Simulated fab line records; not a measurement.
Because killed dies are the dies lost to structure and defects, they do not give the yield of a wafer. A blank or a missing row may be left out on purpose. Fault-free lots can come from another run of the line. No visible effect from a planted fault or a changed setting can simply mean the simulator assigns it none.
fab line records    flow n5-finfet
record lots=15  wafers=45  last-day=18
route steps=1938 shown BEOL_M8@1395 BEOL_M9@1405
lots that met no fault: from a run of the same line without faults
start-h: hours from the record's opening day to when the first of the lot's shown wafers began    wait-h: hours since the lot's step before    " identical to the entry in the row above    L1.1+2: one row covering several wafers at once    - no value, or no start given    * or withheld: withheld    < > ~ a bound
route shown NAME@n: a module of which the file shows steps, and the number in the route of the first    usual: the fault-free wafers' mean and standard deviation    same: alike in all rows    chamber/n: place in a boat    sites: each site's reading    _std_site: standard deviation of those values    _edge_site: mean of outer sites minus mean of inner sites    radius-mm: how far each site lies from the wafer's centre    mask NAME#n: copy n    behind: the tool/chamber that last shaped the wafer    hold: why the lot was held/for how many hours/how that ended    device: the n, p or np transistor that did not switch    end of line: the route-end tests of the same wafers    a step with no rows: only its recipe    killed: count of dies lost to structure and defects at first sort (not the wafer's yield)    map: per-die view of a wafer (x killed, . not killed, _ where there is no die)
set.NAME: setting as actually run; set.NAME@STEP: the setting as run at that earlier step    model.NAME: the simulator's own value behind a step, which no gauge read
the route's steps for a sample of lots (tables are steps, rows are wafers)
services: a tool's chamber out of use, with start hour (start-h, from the record's first day; less than 0 if before it), hours out, and reason
## steps
# step N5_BEOL_M8_CMP_52
# recipe stop-on=SiCOH_lowk  t-overpolish-s=6.9  down-force-psi=1  platen-rpm=50  clearing-platen-down-force-psi=1.5  clearing-platen-rpm=50  post-cmp-clean=cu-alkaline  target-thk-nm=80  clearing-platen-pad-velocity-m-s=0.99484  pad-velocity-m-s=0.99484
# usual barrier-field-endpoint-s=28.6/0.79  head-pressure-psi=0.9998/0.0024  motor-current-A=6.2/0.57  overpolish-run-s=6.900/0.01  retaining-ring-pressure-frac=0.999/0.0049  time-to-endpoint-s=61/4.1
lot.wafer  tool    chamber  start-h  wait-h  barrier-field-endpoint-s  head-pressure-psi  motor-current-A  overpolish-run-s  retaining-ring-pressure-frac  time-to-endpoint-s
L654.3     cmp-04  0        195.87   0.2     29.7                      1.0007             6.6              6.903             0.993                         67
L654.6     "       3        "        "       27.1                      1.0042             6.1              6.884             0.990                         54
L654.5     "       0        "        "       30.2                      0.9978             6.5              6.915             0.992                         66
L657.4     cmp-03  1        216.19   0.1     29.0                      0.9989             6.5              6.893             0.993                         62
L657.3     "       2        "        "       28.7                      0.9983             6.9              6.903             1.000                         57
L657.2     "       0        "        "       27.9                      0.9967             6.4              6.917             1.003                         61
L659.1     cmp-01  0        233.51   0.3     28.7                      0.9969             6.8              6.892             1.001                         67
L659.4     "       1        "        "       27.8                      0.9999             5.3              6.899             0.995                         58
L659.6     "       2        "        "       27.3                      1.0053             5.3              6.896             0.994                         56
L661.2     cmp-01  1        235.64   0.2     27.7                      0.9977             5.4              6.885             0.991                         54
L661.4     "       2        "        "       29.3                      1.0015             5.5              6.918             1.001                         61
L661.6     "       0        "        "       30.5                      1.0021             6.5              6.899             0.995                         68
L663.3     cmp-03  3        260.55   0.2     28.3                      0.9973             6.0              6.911             1.005                         56
L663.1     "       0        "        "       28.2                      1.0006             6.2              6.896             1.005                         57
L663.6     "       1        "        "       28.6                      0.9970             6.8              6.905             1.004                         61
L664.1     cmp-01  1        264.24   0.3     27.3                      1.0018             5.5              6.898             0.995                         55
L664.2     "       3        "        "       28.8                      0.9994             6.1              6.897             1.004                         67
L664.5     "       0        "        "       29.3                      1.0003             7.0              6.910             0.999                         68
L666.2     cmp-01  1        273.79   0.3     27.4                      0.9989             5.7              6.892             1.002                         55
L666.4     "       3        "        "       28.8                      0.9994             6.5              6.893             1.003                         63
L666.6     "       1        "        "       28.3                      0.9982             5.3              6.913             1.005                         57
L665.4     cmp-04  1        279.97   0.3     29.5                      1.0024             6.0              6.893             0.998                         63
L665.5     "       0        "        "       28.5                      1.0004             6.4              6.908             0.993                         64
L665.6     "       1        "        "       29.4                      1.0016             6.0              6.873             0.994                         63
L668.3     cmp-01  2        280.24   0.3     28.6                      1.0002             5.4              6.887             1.006                         58
L668.2     "       0        "        "       29.3                      1.0025             7.0              6.908             0.992                         65
L668.1     "       1        "        "       28.0                      0.9981             5.6              6.890             1.002                         53
L667.2     cmp-01  0        283.91   0.4     29.4                      0.9982             6.9              6.893             0.999                         68
L667.1     "       2        "        "       27.7                      0.9941             5.3              6.890             0.997                         57
L667.3     "       3        "        "       28.7                      0.9981             6.4              6.896             0.998                         63
L669.3     cmp-04  0        290.33   0.2     29.6                      1.0004             6.5              6.904             0.997                         65
L669.1     "       1        "        "       29.3                      0.9957             5.5              6.881             0.995                         63
L669.4     "       3        "        "       27.9                      0.9969             5.7              6.916             1.000                         54
L671.4     cmp-01  2        305.46   0.2     28.1                      1.0051             5.6              6.904             0.992                         61
L671.3     "       1        "        "       27.6                      0.9969             5.2              6.887             0.996                         56
L671.6     "       2        "        "       28.2                      1.0038             5.4              6.909             1.001                         62
L670.2     cmp-03  0        318.61   0.2     28.8                      0.9999             6.3              6.914             1.004                         61
L670.3     "       3        "        "       28.6                      1.0039             6.1              6.913             1.002                         61
L670.5     "       1        "        "       29.5                      0.9975             6.3              6.890             1.000                         62
L676.2     cmp-03  3        339.53   0.2     28.3                      1.0017             5.9              6.900             0.998                         63
L676.3     "       2        "        "       28.8                      0.9977             7.2              6.914             0.995                         62
L676.5     "       3        "        "       29.4                      0.9990             6.1              6.913             0.995                         61
L677.4     cmp-03  3        350.70   0.2     28.8                      0.9999             6.1              6.898             1.008                         60
L677.2     "       1        "        "       29.0                      0.9996             6.4              6.913             0.998                         59
L677.5     "       3        "        "       28.8                      0.9978             6.0              6.902             1.002                         60
# step N5_BEOL_M9_HM_DEP_02
# recipe material=TiN  target-thk-a=200  temp-c=25  chamber-pressure-pa=0.49996
# usual chamber-pressure-pa=0.4999/0.00095  substrate-temp-c=25.00/0.1  throttle-valve-pct=30.3/1.3
lot.wafer  tool            chamber  start-h  wait-h  chamber-pressure-pa  substrate-temp-c  throttle-valve-pct
L654.3     pvd-sputter-03  -        197.71   0.7     0.4995               24.95             31.3
L654.5     "               -        "        "       0.5002               24.98             31.4
L654.6     "               -        "        "       0.5001               25.11             30.9
L657.2     pvd-sputter-03  -        218.70   1.4     0.5006               25.13             31.2
L657.3     "               -        "        "       0.5000               25.11             31.1
L657.4     "               -        "        "       0.5008               24.99             31.4
L659.1     pvd-sputter-01  -        235.89   0.6     0.4993               25.04             27.3
L659.4     "               -        "        "       0.4992               24.95             28.8
L659.6     "               -        "        "       0.4995               24.96             28.7
L661.2     pvd-sputter-03  -        238.10   1.3     0.5009               25.11             31.3
L661.4     "               -        "        "       0.4986               24.96             31.3
L661.6     "               -        "        "       0.4989               24.86             31.6
L663.1     pvd-sputter-02  -        262.28   0.7     0.5003               25.09             29.1
L663.3     "               -        "        "       0.4992               25.15             30.4
L663.6     "               -        "        "       0.4996               25.02             31.0
L664.1     pvd-sputter-01  -        266.43   1.1     0.4988               24.97             29.0
L664.2     "               -        "        "       0.5009               24.95             27.1
L664.5     "               -        "        "       0.5009               24.91             27.3
L666.2     pvd-sputter-03  -        275.62   0.7     0.4995               24.85             31.5
L666.4     "               -        "        "       0.4996               24.99             31.4
L666.6     "               -        "        "       0.4991               24.94             31.9
L665.4     pvd-sputter-03  -        282.16   1.1     0.5014               24.96             31.7
L665.5     "               -        "        "       0.4990               24.99             31.2
L665.6     "               -        "        "       0.4993               24.98             31.5
L668.1     pvd-sputter-02  -        282.24   0.9     0.5002               25.24             29.1
L668.2     "               -        "        "       0.4994               24.98             30.4
L668.3     "               -        "        "       0.5011               24.88             30.5
L667.1     pvd-sputter-02  -        285.80   0.7     0.4997               25.03             30.7
L667.2     "               -        "        "       0.4994               24.87             28.7
L667.3     "               -        "        "       0.4998               24.90             30.4
L669.1     pvd-sputter-02  -        292.60   1.1     0.5001               24.95             31.3
L669.3     "               -        "        "       0.4997               25.05             30.6
L669.4     "               -        "        "       0.5010               24.65             29.1
L671.3     pvd-sputter-01  -        308.75   2.1     0.5007               25.06             28.7
L671.4     "               -        "        "       0.4983               24.91             29.3
L671.6     "               -        "        "       0.5003               24.82             27.2
L670.2     pvd-sputter-02  -        322.86   3.1     0.5003               24.99             30.9
L670.3     "               -        "        "       0.4987               24.86             30.7
L670.5     "               -        "        "       0.4996               25.07             29.1
L676.2     pvd-sputter-03  -        342.31   1.6     0.5003               24.99             31.1
L676.3     "               -        "        "       0.5021               25.05             30.9
L676.5     "               -        "        "       0.5024               25.13             31.2
L677.2     pvd-sputter-03  -        353.65   1.5     0.4988               25.09             31.6
L677.4     "               -        "        "       0.5018               25.00             31.2
L677.5     "               -        "        "       0.5002               25.01             31.3
# step N5_BEOL_M9_DESCUM_16
# recipe chemistry=O2  time-s=7.9  source-power-w=50  bias-power-w=20  pressure-mtorr=20  rf-frequency-hz=2.712e+07  temp-c=40  resist=CAR-ArF  o2-flow-sccm=225
# usual drypump-motor-current-A=5.9/0.46  o2-flow-sccm=225.0/0.63  oes-product-au=0.76/0.089  rf-vpp-V=243.1/1.5  showerhead-plenum-p-Torr=2.08/0.083  throttle-valve-pct=20.5/0.32
lot.wafer  tool         chamber  start-h  wait-h  drypump-motor-current-A  o2-flow-sccm  oes-product-au  rf-hours-counter-h  rf-vpp-V  showerhead-plenum-p-Torr  throttle-valve-pct
L654.3     rie-diel-01  0        198.17   0.0     5.5                      224.6         0.69            228                 242.9     2.07                      20.7
L654.5     "            2        "        "       5.4                      225.8         0.74            -                   244.1     2.20                      20.7
L654.6     "            3        "        "       5.4                      225.5         0.77            -                   242.1     2.09                      20.8
L657.2     rie-diel-01  0        219.28   0.0     5.5                      225.9         0.69            236                 242.2     2.07                      20.7
L657.3     "            1        "        "       5.5                      225.5         0.94            10                  242.6     2.11                      20.2
L657.4     "            2        "        "       5.4                      226.1         0.72            -                   245.2     2.19                      20.7
L659.1     rie-diel-06  3        236.49   0.0     5.9                      224.2         0.76            143                 239.3     1.92                      20.1
L659.4     "            1        "        "       6.5                      224.9         0.86            51                  243.8     2.19                      20.2
L659.6     "            0        "        "       6.5                      224.8         0.73            -                   241.2     1.99                      20.2
L661.2     rie-diel-01  0        238.69   0.0     5.5                      224.6         0.69            241                 242.8     2.07                      20.8
L661.4     "            1        "        "       5.5                      225.5         0.92            15                  244.2     2.11                      20.3
L661.6     "            2        "        "       5.4                      225.5         0.72            -                   243.1     2.19                      20.7
L663.1     rie-diel-03  0        263.14   0.3     5.7                      225.9         0.73            181                 244.8     2.17                      20.9
L663.3     "            1        "        "       6.8                      225.3         0.67            223                 239.7     1.99                      20.9
L663.6     "            0        "        "       5.8                      226.4         0.73            -                   244.5     2.17                      20.9
L664.1     rie-diel-03  1        267.24   0.3     6.8                      223.7         0.67            224                 242.0     1.99                      20.9
L664.2     "            2        "        "       6.2                      224.3         0.68            228                 244.8     2.12                      20.4
L664.5     "            2        "        "       6.2                      225.1         0.67            -                   243.6     2.12                      20.4
L666.2     rie-diel-01  1        276.57   0.4     5.5                      225.2         0.90            27                  243.1     2.11                      20.2
L666.4     "            3        "        "       5.4                      225.8         0.75            -                   244.0     2.08                      20.8
L666.6     "            1        "        "       5.5                      225.7         0.89            -                   242.5     2.11                      20.3
L665.4     rie-diel-03  0        282.95   0.2     5.7                      226.1         0.73            186                 244.0     2.17                      20.9
L665.5     "            2        "        "       6.2                      224.8         0.68            -                   245.1     2.12                      20.4
L665.6     "            3        "        "       5.8                      224.4         0.76            -                   243.4     1.98                      19.9
L668.1     rie-diel-01  2        283.12   0.4     5.4                      224.7         0.70            218                 245.1     2.19                      20.8
L668.2     "            1        "        "       5.5                      225.7         0.90            30                  243.7     2.11                      20.3
L668.3     "            3        "        "       5.4                      224.7         0.75            168                 242.7     2.08                      20.8
L667.1     rie-diel-01  1        286.32   0.1     5.5                      225.0         0.90            31                  244.6     2.11                      20.3
L667.2     "            2        "        "       5.4                      224.9         0.70            220                 243.8     2.18                      20.8
L667.3     "            3        "        "       5.4                      224.9         0.75            169                 243.1     2.08                      20.8
L669.1     rie-diel-03  2        293.06   0.0     6.2                      224.9         0.67            236                 243.2     2.11                      20.4
L669.3     "            3        "        "       5.8                      223.8         0.75            146                 241.6     1.98                      19.9
L669.4     "            0        "        "       5.7                      224.5         0.73            190                 244.4     2.17                      20.9
L671.3     rie-diel-03  0        309.21   0.0     5.7                      224.8         0.73            194                 244.6     2.17                      20.9
L671.4     "            3        "        "       5.8                      225.7         0.76            150                 240.6     1.98                      19.9
L671.6     "            1        "        "       6.8                      225.0         0.65            -                   241.4     1.99                      20.9
L670.2     rie-diel-06  3        323.44   0.0     5.9                      223.7         0.74            169                 240.2     1.91                      20.1
L670.3     "            2        "        "       5.6                      225.0         0.91            27                  243.1     2.04                      20.6
L670.5     "            0        "        "       6.5                      224.6         0.72            -                   241.7     1.98                      20.2
L676.2     rie-diel-06  1        342.84   0.1     6.5                      225.2         0.82            82                  244.7     2.18                      20.2
L676.3     "            3        "        "       5.9                      226.1         0.74            175                 240.0     1.91                      20.1
L676.5     "            2        "        "       5.6                      225.3         0.89            -                   243.0     2.04                      20.6
L677.2     rie-diel-01  3        354.24   0.0     5.4                      225.6         0.73            191                 242.6     2.07                      20.8
L677.4     "            0        "        "       5.5                      225.5         0.92            15                  242.3     2.06                      20.4
L677.5     "            1        "        "       5.5                      225.4         0.86            -                   243.9     2.10                      20.3
# step N5_BEOL_M9_ETCH_62
# recipe chemistry=N2/H2  target=SOC  target-depth-a=1100  overetch-a=220  mask-material=SiARC  temp-c=40  time-s=165  ion-energy-ev=200  pressure-mtorr=30  source-w=840  bias-w=150  n2-flow-sccm=200  h2-flow-sccm=200
# usual bias-w=150.0/0.47  chamber-pressure-mTorr=30.00/0.031  drypump-motor-current-A=5.9/0.47  oes-product-au=0.65/0.071  rf-vpp-V=523.8/2.8  showerhead-plenum-p-Torr=2.54/0.1  throttle-valve-pct=17.96/0.27
lot.wafer  tool         chamber  start-h  wait-h  bias-w  chamber-pressure-mTorr  drypump-motor-current-A  oes-product-au  rf-hours-counter-h  rf-vpp-V  showerhead-plenum-p-Torr  throttle-valve-pct
L654.3     rie-diel-01  0        198.25   0.0     149.9   29.96                   5.5                      0.60            228                 523.0     2.52                      18.13
L654.5     "            2        "        "       151.3   30.04                   5.4                      0.61            -                   526.8     2.64                      18.01
L654.6     "            3        "        "       149.6   30.01                   5.4                      0.64            -                   523.3     2.58                      18.49
L657.2     rie-diel-01  0        219.37   0.0     149.3   29.95                   5.5                      0.59            236                 523.2     2.52                      18.15
L657.3     "            1        "        "       149.6   29.98                   5.5                      0.79            10                  523.8     2.58                      17.65
L657.4     "            2        "        "       150.5   29.97                   5.4                      0.61            -                   526.8     2.64                      18.00
L659.1     rie-diel-06  3        236.57   0.0     149.7   29.93                   5.9                      0.63            143                 517.3     2.34                      17.66
L659.4     "            1        "        "       149.4   30.02                   6.5                      0.73            51                  528.1     2.70                      17.83
L659.6     "            0        "        "       149.9   29.99                   6.5                      0.63            -                   520.1     2.43                      17.60
L661.2     rie-diel-01  0        238.77   0.0     150.6   30.02                   5.5                      0.58            241                 524.5     2.52                      18.17
L661.4     "            1        "        "       150.5   29.99                   5.5                      0.77            15                  524.0     2.57                      17.68
L661.6     "            2        "        "       150.0   29.97                   5.4                      0.61            -                   526.9     2.63                      18.02
L663.1     rie-diel-03  0        263.22   0.0     149.4   30.01                   5.8                      0.63            181                 526.1     2.63                      18.21
L663.3     "            1        "        "       149.4   29.99                   6.8                      0.58            223                 520.3     2.40                      18.11
L663.6     "            0        "        "       149.7   29.99                   5.8                      0.63            -                   525.7     2.63                      18.23
L664.1     rie-diel-03  1        267.32   0.0     149.9   29.97                   6.8                      0.58            224                 520.9     2.40                      18.10
L664.2     "            2        "        "       150.7   29.95                   6.2                      0.58            228                 525.0     2.61                      17.99
L664.5     "            2        "        "       150.3   29.98                   6.3                      0.58            -                   525.3     2.61                      17.97
L666.2     rie-diel-01  1        276.65   0.0     150.6   30.00                   5.5                      0.76            27                  525.3     2.57                      17.69
L666.4     "            3        "        "       150.4   29.99                   5.4                      0.63            -                   523.4     2.57                      18.51
L666.6     "            1        "        "       149.7   30.01                   5.5                      0.75            -                   524.6     2.57                      17.69
L665.4     rie-diel-03  0        283.03   0.0     149.6   30.00                   5.7                      0.62            186                 526.0     2.63                      18.23
L665.5     "            2        "        "       149.8   30.00                   6.2                      0.57            -                   525.9     2.61                      17.99
L665.6     "            3        "        "       150.2   30.04                   5.8                      0.64            -                   521.2     2.46                      17.69
L668.1     rie-diel-01  2        283.20   0.0     150.7   29.97                   5.4                      0.60            218                 525.9     2.63                      18.05
L668.2     "            1        "        "       150.3   29.97                   5.5                      0.76            30                  524.6     2.57                      17.69
L668.3     "            3        "        "       149.7   30.07                   5.4                      0.64            168                 524.7     2.57                      18.53
L667.1     rie-diel-01  1        286.40   0.0     -       -                       -                        -               -                   -         -                         -
L667.2     "            2        "        "       -       -                       -                        -               -                   -         -                         -
L667.3     "            3        "        "       -       -                       -                        -               -                   -         -                         -
L669.1     rie-diel-03  2        293.15   0.0     -       -                       -                        -               -                   -         -                         -
L669.3     "            3        "        "       -       -                       -                        -               -                   -         -                         -
L669.4     "            0        "        "       -       -                       -                        -               -                   -         -                         -
L671.3     rie-diel-03  0        309.30   0.0     -       -                       -                        -               -                   -         -                         -
L671.4     "            3        "        "       -       -                       -                        -               -                   -         -                         -
L671.6     "            1        "        "       -       -                       -                        -               -                   -         -                         -
L670.2     rie-diel-06  3        323.53   0.0     149.8   29.96                   5.9                      0.62            169                 517.5     2.33                      17.68
L670.3     "            2        "        "       150.0   30.00                   5.7                      0.76            27                  521.9     2.46                      17.89
L670.5     "            0        "        "       150.5   29.98                   6.5                      0.61            -                   520.5     2.42                      17.65
L676.2     rie-diel-06  1        342.93   0.0     150.2   29.98                   6.5                      0.69            82                  527.8     2.69                      17.89
L676.3     "            3        "        "       150.7   29.98                   5.8                      0.62            175                 519.3     2.33                      17.70
L676.5     "            2        "        "       149.8   29.98                   5.7                      0.75            -                   523.0     2.46                      17.88
L677.2     rie-diel-01  3        354.32   0.0     150.4   29.98                   5.4                      0.62            191                 524.9     2.56                      18.57
L677.4     "            0        "        "       150.1   30.02                   5.5                      0.77            15                  523.4     2.51                      17.77
L677.5     "            1        "        "       148.8   30.03                   5.5                      0.72            -                   524.2     2.56                      17.73
# step N5_BEOL_M9_HM_OPEN_17
# recipe chemistry=Cl2/BCl3  target-depth-a=200  overetch-a=60  target=TiN  mask-material=SOC  ion-energy-ev=150  pressure-mtorr=10  icp-w=1000  bias-w=126  Cl2_flow_sccm=53.25  bcl3-flow-sccm=21.75  Ar_flow_sccm=25
# usual drypump-motor-current-A=5.7/0.47  mfc-cl2-sccm=53.25/0.15  oes-product-au=0.64/0.11  throttle-valve-pct=22.33/0.17
lot.wafer  tool          chamber  start-h  wait-h  drypump-motor-current-A  mfc-cl2-sccm  oes-product-au  rf-hours-counter-h  throttle-valve-pct
L654.3     rie-metal-02  0        198.47   0.1     5.1                      53.29         0.53            -                   22.61
L654.5     "             0        "        "       5.1                      53.34         0.53            -                   22.61
L654.6     "             1        "        "       5.8                      53.16         0.81            -                   22.26
L657.2     rie-metal-03  0        219.56   0.0     6.5                      53.24         0.56            98                  22.23
L657.3     "             0        "        "       6.4                      53.38         0.55            -                   22.23
L657.4     "             1        "        "       5.2                      53.13         0.60            -                   22.30
L659.1     rie-metal-03  0        236.76   0.0     6.4                      53.01         0.56            99                  22.22
L659.4     "             1        "        "       5.2                      53.11         0.59            -                   22.31
L659.6     "             0        "        "       6.4                      53.29         0.55            -                   22.23
L661.2     rie-metal-02  1        238.96   0.0     5.9                      53.06         0.78            7                   22.25
L661.4     "             1        "        "       5.8                      53.27         0.79            -                   22.23
L661.6     "             0        "        "       5.1                      53.24         0.52            -                   22.63
L663.1     rie-metal-01  0        263.42   0.0     6.1                      53.34         0.60            75                  22.59
L663.3     "             1        "        "       5.8                      53.15         0.56            -                   22.21
L663.6     "             0        "        "       6.1                      53.42         0.59            -                   22.59
L664.1     rie-metal-02  1        267.52   0.0     5.8                      53.41         0.76            10                  22.27
L664.2     "             1        "        "       5.8                      53.17         0.77            -                   22.26
L664.5     "             1        "        "       5.8                      53.19         0.77            -                   22.24
L666.2     rie-metal-01  0        276.84   0.0     6.1                      53.12         0.59            76                  22.59
L666.4     "             1        "        "       5.8                      53.11         0.56            -                   22.19
L666.6     "             0        "        "       6.1                      53.13         0.59            -                   22.58
L665.4     rie-metal-01  0        283.25   0.1     6.1                      53.33         0.60            -                   22.58
L665.5     "             0        "        "       6.1                      53.05         0.60            -                   22.58
L665.6     "             1        "        "       5.8                      53.15         0.57            -                   22.17
L668.1     rie-metal-03  0        283.39   0.0     6.5                      53.41         0.56            104                 22.21
L668.2     "             1        "        "       5.2                      53.17         0.58            79                  22.30
L668.3     "             1        "        "       5.1                      53.38         0.58            -                   22.33
L667.1     rie-metal-03  1        286.59   0.0     5.2                      53.17         0.25            79                  22.95
L667.2     "             0        "        "       6.4                      53.35         0.25            104                 22.87
L667.3     "             1        "        "       5.2                      53.32         0.25            -                   22.95
L669.1     rie-metal-01  0        293.34   0.0     6.1                      53.45         0.26            77                  23.24
L669.3     "             1        "        "       5.8                      53.18         0.25            -                   22.85
L669.4     "             0        "        "       6.1                      53.66         0.26            -                   23.25
L671.3     rie-metal-02  0        309.52   0.1     5.1                      53.36         0.35            -                   22.78
L671.4     "             1        "        "       5.9                      53.37         0.33            -                   22.91
L671.6     "             0        "        "       5.1                      53.31         0.36            -                   22.79
L670.2     rie-metal-02  0        323.71   0.0     5.1                      53.19         0.80            4                   22.14
L670.3     "             0        "        "       5.1                      53.24         0.78            -                   22.16
L670.5     "             1        "        "       5.9                      52.99         0.75            -                   22.26
L676.2     rie-metal-02  1        343.12   0.0     5.8                      53.33         0.75            17                  22.27
L676.3     "             0        "        "       5.1                      53.11         0.80            -                   22.12
L676.5     "             0        "        "       5.1                      53.32         0.80            -                   22.13
L677.2     rie-metal-02  0        354.51   0.0     5.1                      53.20         0.78            6                   22.15
L677.4     "             0        "        "       5.1                      53.25         0.79            -                   22.14
L677.5     "             0        "        "       5.1                      53.20         0.78            -                   22.15
# step N5_BEOL_M9_CD_MEAS_18
# recipe pitch-nm=140  target-cd-nm=70
# usual cd-nm=69.8/0.97
lot.wafer  tool       chamber  start-h  wait-h  cd-nm
L654.3     cd-sem-03  -        198.70   0.1     72.1
L654.5     "          -        "        "       70.8
L654.6     "          -        "        "       69.3
L657.2     cd-sem-02  -        219.74   0.1     70.2
L657.3     "          -        "        "       68.2
L657.4     "          -        "        "       70.7
L659.1     cd-sem-03  -        236.94   0.0     68.6
L659.4     "          -        "        "       70.3
L659.6     "          -        "        "       69.1
L661.2     cd-sem-02  -        239.14   0.1     69.8
L661.4     "          -        "        "       68.1
L661.6     "          -        "        "       69.4
L663.1     cd-sem-02  -        263.60   0.0     70.8
L663.3     "          -        "        "       71.7
L663.6     "          -        "        "       68.8
L664.1     cd-sem-02  -        267.79   0.0     70.6
L664.2     "          -        "        "       69.7
L664.5     "          -        "        "       70.0
L666.2     cd-sem-01  -        277.04   0.1     69.1
L666.4     "          -        "        "       69.9
L666.6     "          -        "        "       69.0
L665.4     cd-sem-02  -        283.40   0.1     69.6
L665.5     "          -        "        "       70.2
L665.6     "          -        "        "       71.1
L668.1     cd-sem-03  -        283.58   0.0     69.1
L668.2     "          -        "        "       67.5
L668.3     "          -        "        "       69.0
L667.1     cd-sem-02  -        286.77   0.0     -
L667.2     "          -        "        "       -
L667.3     "          -        "        "       -
L669.1     cd-sem-02  -        293.52   0.0     -
L669.3     "          -        "        "       -
L669.4     "          -        "        "       -
L671.3     cd-sem-03  -        309.67   0.1     -
L671.4     "          -        "        "       -
L671.6     "          -        "        "       -
L670.2     cd-sem-03  -        323.90   0.1     70.2
L670.3     "          -        "        "       70.3
L670.5     "          -        "        "       69.6
L676.2     cd-sem-01  -        343.33   0.1     71.5
L676.3     "          -        "        "       70.2
L676.5     "          -        "        "       70.5
L677.2     cd-sem-03  -        354.69   0.1     67.7
L677.4     "          -        "        "       68.8
L677.5     "          -        "        "       67.4
## services
tool          chamber  start-h  hours  kind
rie-diel-01   1        176.55   -      clean
rie-diel-01   1        176.55   -      consumable-replace:focus-ring
cmp-01        -        183.00   2.6    repair
cmp-04        -        189.72   1.3    repair
cmp-03        -        192.55   7.1    pm
rie-diel-06   -        199.41   3.9    repair
cmp-04        -        206.44   1.8    repair
rie-diel-01   3        207.40   19.4   repair
cmp-03        -        209.25   4.0    pm
rie-metal-03  -        211.12   0.2    repair
cmp-03        -        230.23   0.5    repair
cmp-04        -        243.09   7.8    pm
cmp-01        -        249.27   0.4    repair
cmp-04        -        254.72   11.9   pm
cmp-01        -        267.77   4.0    pm
cmp-03        -        273.50   26.7   repair
rie-diel-01   1        293.98   4.3    repair
rie-diel-03   -        297.78   2.8    pm
cmp-04        -        301.98   4.0    pm
cmp-03        -        302.15   15.6   pm
cmp-01        -        324.78   0.4    repair
cmp-03        -        326.82   6.2    pm
rie-diel-01   -        333.66   2.8    pm
rie-metal-02  -        351.23   0.6    repair
## key
first-sign step=N5_BEOL_M9_ETCH_62  reading=tool-record  direction=missing
effect step=N5_BEOL_M9_HM_OPEN_17  reading=oes-product-au  direction=down  sigmas=3.4  usual=0.64  struck=0.28
effect step=N5_BEOL_M9_CD_MEAS_18  reading=cd-nm  direction=missing
met-at N5_BEOL_M9_ETCH_62
struck-lots L667,L669,L671
later-rows-left-out L667.1,L667.2,L667.3,L669.1,L669.3,L669.4,L671.3,L671.4,L671.6
sort-left-out L667.1,L667.2,L667.3,L669.1,L669.3,L669.4,L671.3,L671.4,L671.6
not-acting-at N5_BEOL_M8_CMP_52,N5_BEOL_M9_HM_DEP_02,N5_BEOL_M9_DESCUM_16
onset-between 283.20 286.40
fault kind=skipped-step-whole  tool=rie-diel-01,rie-diel-03  chamber=-  onset-h=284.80  steps=N5_BEOL_M9_ETCH_62  scope=struck-lots-only
# sort-left-out: the simulated sort isn't trusted on such a fault, so these wafers' sort isn't shown, and their yield isn't known
# later-rows-left-out: the simulator's readings of these wafers behind a module that went badly wrong aren't trusted and aren't shown, but for the sort
